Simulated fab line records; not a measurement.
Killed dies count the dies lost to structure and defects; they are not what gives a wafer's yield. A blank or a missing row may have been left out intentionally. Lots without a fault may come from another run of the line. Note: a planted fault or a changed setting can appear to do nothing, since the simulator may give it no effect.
Matching of chambers | flow n5 finfet | rie diel-04 running N5_BEOL_M12_TRENCH_ETCH_34: 3 sister chambers
The step etches SiOC in C4F8/O2/Ar, target depth 318.95 nm, time 125.5 s. 6 wafers are shown with their chamber, then 4 later ones without.

== WAFERS, EACH WITH ITS CHAMBER ==
wafer  | chamber | throttle valve pct (%) | showerhead plenum p Torr (Torr)
L080.5 | 2       | 24.15                  | 3.55
L084.3 | 3       | 23.62                  | 3.62
L084.4 | 2       | 24.15                  | 3.55
L084.6 | 1       | 24.12                  | 3.49
L088.1 | 1       | 24.14                  | 3.48
L088.4 | 3       | 23.64                  | 3.62

== WAFERS WITHOUT THEIR CHAMBER ==
wafer  | throttle valve pct (%) | showerhead plenum p Torr (Torr)
L089.4 | 23.64                  | 3.62
L089.6 | 23.64                  | 3.62
L091.2 | 24.16                  | 3.48
L091.3 | 24.17                  | 3.54

== THE CHAMBER EACH PASSED THROUGH ==
wafer  | from the rows above | in truth
L089.4 | 3                   | 3
L089.6 | 3                   | 3
L091.2 | 1                   | 1
L091.3 | 2                   | 2
Placed correctly: 4 of 4. Can't be placed from these rows: 0. Wrongly placed: 0.
How it was worked out, from the rows above alone: a wafer's distance from a chamber is the root of the sum, over the readings, of the square of ((its reading less the chamber's mean) divided by the reading's scatter). The wafer belongs to the nearest chamber; if the next one is less than 2 further off, it can't be placed. The mean given for a chamber averages the wafers shown for that chamber. The scatter: take each reading less its chamber's mean, square it, sum over the shown wafers, divide by the number of wafers less the number of chambers, and take the root.
